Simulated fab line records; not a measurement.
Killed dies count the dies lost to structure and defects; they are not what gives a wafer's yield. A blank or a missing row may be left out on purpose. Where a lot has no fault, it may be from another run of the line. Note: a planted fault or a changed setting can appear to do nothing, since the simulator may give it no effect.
Chamber matching	flow nand-harc	NHARC_A_DECK1_JOINT_CMP_13 on cmp-02 has 4 sister chambers
The step polishes, target thk 51.023 nm. 4 wafers are shown with their chamber, then 7 later ones without.

## WAFERS WITH THEIR CHAMBER
wafer	chamber	motor-current-A (A)
L082.4	3	12.2
L082.5	2	11.6
L085.2	1	13.9
L085.3	0	11.7

## WAFERS WITHOUT THEIR CHAMBER
wafer	motor-current-A (A)
L085.5	13.4
L091.4	11.2
L091.5	11.3
L091.6	12.4
L096.1	11.8
L096.4	11.9
L096.6	11.7

## CHAMBER TAKEN BY EACH
wafer	from the rows above	in truth
L085.5	1	1
L091.4	can't be placed: 2 or 0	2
L091.5	can't be placed: 2 or 0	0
L091.6	can't be placed: 3 or 0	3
L096.1	can't be placed: 0 or 2 or 3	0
L096.4	can't be placed: 0 or 3 or 2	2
L096.6	can't be placed: 0 or 2 or 3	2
Placed correctly: 1 of 7. Unplaceable from these rows: 6, with the true chamber sitting among the candidates in 6. Placed wrongly: 0.
How it was worked out, from the rows above alone: a wafer's distance from a chamber is the root of the sum, over the readings, of the square of ((its reading less the chamber's mean) divided by the reading's scatter). If the next closest chamber is less than 2 further off than the closest, the wafer can't be placed; otherwise it belongs to the closest. A chamber's mean is the mean of its shown wafers. The scatter: root of mean squared gap, hidden wafer to nearest shown wafer, with one shown wafer a chamber.
